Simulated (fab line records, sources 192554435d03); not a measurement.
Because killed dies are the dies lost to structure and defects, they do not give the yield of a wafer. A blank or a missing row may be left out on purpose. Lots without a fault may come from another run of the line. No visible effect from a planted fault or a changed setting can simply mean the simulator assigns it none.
Chamber matching -- flow n5-finfet -- N5_GATE_CUT_CMP_02 on cmp-01 has 4 sister chambers
The step polishes, stops on SiO2, t overpolish 12.7 s, target thk 0 nm. 8 wafers are shown with their chamber, then 7 later ones without.

## WAFERS PAIRED WITH THEIR CHAMBERS
wafer,chamber,motor-current-A (A),time-to-endpoint-s (s)
L082.2,0,9.3,23.2
L082.4,2,8.8,26.4
L082.6,1,8.7,22.0
L083.1,3,8.2,28.9
L083.2,2,9.3,25.5
L083.3,0,9.1,25.6
L087.1,3,7.9,24.6
L087.3,1,7.9,21.7

## WAFERS MISSING THEIR CHAMBER
wafer,motor-current-A (A),time-to-endpoint-s (s)
L087.6,8.3,23.7
L096.1,8.8,28.3
L096.4,8.3,25.8
L096.5,9.4,28.5
L097.1,9.1,24.9
L097.3,7.9,24.5
L097.5,8.1,25.6

## WHICH CHAMBER EACH WENT THROUGH
wafer,from the rows above,in truth
L087.6,can't be placed: 1 or 3 or 2 or 0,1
L096.1,can't be placed: 2 or 3 or 0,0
L096.4,can't be placed: 3 or 2 or 1 or 0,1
L096.5,can't be placed: 2 or 0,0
L097.1,can't be placed: 0 or 2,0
L097.3,can't be placed: 3 or 1 or 2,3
L097.5,can't be placed: 3 or 1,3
Placed correctly: 0 of 7. Can't be placed from these rows: 7 (the true chamber is among the candidates in 7). Wrongly placed: 0.
How it was worked out, from the rows above alone: a wafer's distance from a chamber is the root of the sum, over the readings, of the square of ((its reading less the chamber's mean) divided by the reading's scatter). The wafer belongs to the nearest chamber; if the next one is less than 2 further off, it can't be placed. A chamber's mean is the mean of its shown wafers. The scatter: the root of (the sum of the squares of (reading less its chamber's mean) over the shown wafers, divided by (wafers less chambers)).
